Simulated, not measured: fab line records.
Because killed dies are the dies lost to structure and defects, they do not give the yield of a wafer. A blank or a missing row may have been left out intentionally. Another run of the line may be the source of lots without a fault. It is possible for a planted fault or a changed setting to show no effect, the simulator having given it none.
Matching of chambers | flow n5-finfet | N5_PMOS_HMC_CHANNEL_EPI_ETCH_38 on rie-si-01 has 4 sister chambers
The step etches SiO2 in CF4, target depth 1.5 nm. 4 wafers are shown with their chamber, then 7 later ones without.

EACH WAFER AND ITS CHAMBER
wafer  | chamber | throttle-valve-pct (%)
L077.3 | 1       | 22.41
L078.3 | 3       | 21.28
L088.1 | 2       | 22.07
L088.2 | 0       | 21.87

WAFERS WHOSE CHAMBER IS MISSING
wafer  | throttle-valve-pct (%)
L088.4 | 21.26
L090.1 | 22.14
L090.5 | 22.14
L090.6 | 21.87
L093.1 | 22.16
L093.3 | 21.88
L093.5 | 22.07

EACH ONE'S CHAMBER
wafer  | from the rows above | in truth
L088.4 | 3                   | 3
L090.1 | 2                   | 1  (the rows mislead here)
L090.5 | 2                   | 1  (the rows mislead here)
L090.6 | 0                   | 0
L093.1 | 2                   | 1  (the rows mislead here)
L093.3 | 0                   | 0
L093.5 | 2                   | 2
Placed correctly: 4 of 7. Number that these rows cannot place: 0. Placed wrongly: 3.
How it was worked out, from the rows above alone: a wafer's distance from a chamber is the root of the sum, over the readings, of the square of ((its reading less the chamber's mean) divided by the reading's scatter). The wafer belongs to the nearest chamber; if the next one is less than 2 further off, it can't be placed. Each chamber's mean is taken over the wafers shown for it. The scatter: root of mean squared gap, hidden wafer to nearest shown wafer, with one shown wafer a chamber.
